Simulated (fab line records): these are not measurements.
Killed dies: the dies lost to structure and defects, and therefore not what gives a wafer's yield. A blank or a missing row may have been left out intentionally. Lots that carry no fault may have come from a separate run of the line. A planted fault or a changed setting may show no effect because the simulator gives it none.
Comparing a struck lot with a sound one :: flow n5 finfet :: 40 out of 1938 route steps
Sound: the wafers L759.2, L759.5, L759.6. Struck: wafer L758.1 (L758.2, L758.5, from the same lot, were not struck and are left out); the cause is given at the end.
Order at every step that has rows: each side's tool, ch and its chambers, its first start. Under that, the readings that differ: sound wafers :: struck wafers :: difference of the means :: sigmas: that difference in standard deviations of wafers without a fault.
alike: readings with means less than 2 such deviations apart, plus words and numbers identical on both sides. not compared: withheld readings, readings lacking a value on some wafer, bounds such as >300 that could conceal the same value, and numbers that have no deviation in the record and whose values overlap.
The two part at a step that has a row with sigmas, a row that says differs or no value, or rows on one side only. When numbers do not overlap yet have no deviation, they are printed without sigmas and do not part them. Lack of a reading on every wafer of one side parts them only where that side has two or more wafers.

first, 12 steps without rows for these wafers: N5_HKMG_FIN_DESCUM_53 (chemistry O2, time 7.9 s); N5_HKMG_FIN_ETCH_54 (etches SiARC in CF4, target depth 45.5 nm, time 75.8 s); N5_HKMG_FIN_ETCH_55 (etches SOC in N2/H2, target depth 240 nm, time 300 s); N5_HKMG_FIN_STRIP_56 (strips in N2/H2); N5_HKMG_FIN_STRIP_57 (strips in CF4); N5_HKMG_FIN_ETCH_58 (etches SOC in N2/H2, target depth 215.8 nm, time 741 s); N5_HKMG_FIN_STRIP_93 (strips SOC in N2/H2, time 20 s); N5_HKMG_FIN_WET_ETCH_76 (etches Al2O3 in dNH4OH, stops on La2O3, target depth 2.25 nm, rinse time 30 s); N5_HKMG_FIN_STRIP_60 (strips in N2/H2, time 360 s); N5_HKMG_FIN_WET_ETCH_77 (etches La2O3 in dHCl, stops on HfO2, target depth 2 nm); N5_HKMG_FIN_WET_ETCH_78 (etches Al2O3 in dNH4OH, stops on La2O3, target depth 4.5 nm, rinse time 30 s); N5_HKMG_FIN_ALD_79 (deposits TiN, target thk 1.5 nm, pulse time 1 s, purge time 3 s).
N5_HKMG_FIN_CVD_62: deposits a-Si from Si2H6, target thk 3 nm, time 20.8 s.
  sound on thermal cvd si-02 ch 0,2, day 8 11:19; struck on thermal cvd si-01 ch 2, day 8 03:38
reading: susceptor temp C (C)
sound: 499.84 500.21 499.93
struck: 462.43
difference: -37.56
sigmas: -99 or more

reading: model.a-Si_of_HKMG_FIN_CVD_62.thk nm (nm)
sound: 3 2.8 2.8
struck: 0.6
difference: -2.3
sigmas: 
  alike: heater power w
then, 25 steps without rows for these wafers: N5_HKMG_FIN_RTA_80 (time 2 s); N5_HKMG_FIN_PRECLEAN_64 (cleans in dHF, time 30 s); N5_HKMG_FIN_WET_ETCH_65 (etches a-Si in TMAH, stops on TiN, time 49 s, target depth 3 nm); N5_HKMG_FIN_WET_ETCH_81 (etches TiN in SC1, stops on HfO2, time 57 s, target depth 6 nm); N5_HKMG_FIN_WET_ETCH_82 (etches La2O3 in dHCl, stops on HfO2, target depth 2 nm, rinse time 30 s); N5_HKMG_FIN_ALD_36 (deposits TiN, target thk 1 nm, pulse time 1 s, purge time 3 s); N5_HKMG_FIN_PWFM_ALD_03 (deposits TiN, target thk 2 nm, pulse time 1 s, purge time 3 s); N5_HKMG_FIN_COAT_29 (time 60 s, resist thk 300 nm); N5_HKMG_FIN_COAT_30 (time 60 s, resist thk 35 nm); N5_HKMG_FIN_COAT_06 (resist thk 90 nm); N5_HKMG_FIN_EBR_08; N5_HKMG_FIN_SOFTBAKE_07 (time 60 s); N5_HKMG_FIN_EXPOSE_09 (exposes mask NWFM); N5_HKMG_FIN_PEB_10 (peb time 60 s); N5_HKMG_FIN_DEVELOP_11 (develop time 30 s); N5_HKMG_FIN_DESCUM_17 (chemistry O2, time 7.9 s); N5_HKMG_FIN_ETCH_31 (etches SiARC in CF4, target depth 45.5 nm, time 75.8 s); N5_HKMG_FIN_ETCH_32 (etches SOC in N2/H2, target depth 240 nm, time 300 s); N5_HKMG_FIN_STRIP_33 (strips in N2/H2); N5_HKMG_FIN_STRIP_34 (strips in CF4); N5_HKMG_FIN_ETCH_35 (etches SOC in N2/H2, target depth 215.8 nm, time 243.4 s); N5_HKMG_FIN_STRIP_92 (strips SOC in N2/H2, time 20 s); N5_HKMG_FIN_WET_ETCH_18 (etches TiN in SC1, time 55 s, target depth 5.2 nm, rinse time 30 s); N5_HKMG_FIN_STRIP_19 (strips in N2/H2, time 360 s); N5_HKMG_FIN_ALD_91 (deposits TiN, target thk 1 nm, pulse time 1 s, purge time 3 s).
-- the record jumps here: 4 days lie between the struck wafers' starts before and after (it left off in module HKMG_FIN and takes up again in module BEOL_M4, whose first step shown is number 1111 of the route) --
N5_BEOL_M4_RC_MEAS_101:
  sound on prober-02 ch 0, day 12 10:18; struck on prober-02 ch 0, day 11 22:49
reading: DIBL_P (mV/V)
sound: 36.6 37.5 37.1
struck: 42.3
difference: +5.2
sigmas: +3

reading: EOT_N
sound: 10.49 10.50 10.48
struck: 11.01
difference: +0.52
sigmas: +6

reading: EOT_P
sound: 10.46 10.48 10.53
struck: 10.98
difference: +0.49
sigmas: +5

reading: IOFF_N (nA/um)
sound: 0.163 0.184 0.164
struck: 0.230
difference: +0.060
sigmas: +2

reading: SS_P (mV/dec)
sound: 72.9 73.9 73.0
struck: 74.6
difference: +1.3
sigmas: +2
  alike: DIBL_N, IOFF_P, ION_N, ION_P, SS_N, VT_N, VT_P
next, for these wafers, 1 step has no rows: N5_PASSIVATION_PROBE_49.

== WHERE THEY PART ==
At N5_HKMG_FIN_CVD_62 first; at N5_BEOL_M4_RC_MEAS_101 last (within this record only).

WHY: what had been put in by the simulator
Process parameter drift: thermal cvd si-01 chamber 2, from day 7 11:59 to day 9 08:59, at N5_HKMG_FIN_CVD_62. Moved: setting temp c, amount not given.
